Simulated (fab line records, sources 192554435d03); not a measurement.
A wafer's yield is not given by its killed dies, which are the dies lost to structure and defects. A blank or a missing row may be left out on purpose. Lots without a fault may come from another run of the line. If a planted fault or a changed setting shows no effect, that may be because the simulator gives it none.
Chamber matching + flow n5Finfet + N5_BEOL_M12_DEP_53 on pecvd-02 has 3 sister chambers
The step deposits SiCN from 3MS/NH3, target thk 30 nm, time 10.5 s. 6 wafers are shown with their chamber, then 7 later ones without.

== WAFERS WITH THEIR CHAMBER ==
| wafer  | chamber | showerheadPlenumPTorr (Torr) | throttleValvePct (%) |
|--------|---------|------------------------------|----------------------|
| L081.5 | 0       | 4.183                        | 17.9                 |
| L080.1 | 2       | 4.194                        | 16.9                 |
| L080.2 | 0       | 4.178                        | 17.7                 |
| L080.6 | 1       | 4.148                        | 17.7                 |
| L090.1 | 1       | 4.147                        | 17.9                 |
| L090.4 | 2       | 4.181                        | 16.8                 |

== WAFERS WHOSE CHAMBER IS MISSING ==
| wafer  | showerheadPlenumPTorr (Torr) | throttleValvePct (%) |
|--------|------------------------------|----------------------|
| L090.6 | 4.147                        | 17.5                 |
| L094.2 | 4.189                        | 18.0                 |
| L094.5 | 4.176                        | 17.9                 |
| L094.6 | 4.147                        | 17.8                 |
| L093.1 | 4.187                        | 17.8                 |
| L093.4 | 4.149                        | 17.8                 |
| L093.5 | 4.187                        | 16.9                 |

== WHICH CHAMBER EACH ONE RAN IN ==
| wafer  | from the rows above | in truth |
|--------|---------------------|----------|
| L090.6 | 1                   | 1        |
| L094.2 | 0                   | 0        |
| L094.5 | 0                   | 0        |
| L094.6 | 1                   | 1        |
| L093.1 | 0                   | 0        |
| L093.4 | 1                   | 1        |
| L093.5 | 2                   | 2        |
Correct placement for 7 of the 7. Not placeable from these rows: 0. Number placed wrongly: 0.
How it was worked out, from the rows above alone: a wafer's distance from a chamber is the root of the sum, over the readings, of the square of ((its reading less the chamber's mean) divided by the reading's scatter). The wafer belongs to the nearest chamber; if the next one is less than 2 further off, it can't be placed. For every chamber, the mean is computed from those of its wafers that are shown. The scatter is the square root of a quotient: the sum, over the shown wafers, of each reading's squared deviation from its chamber's mean, divided by wafers minus chambers.
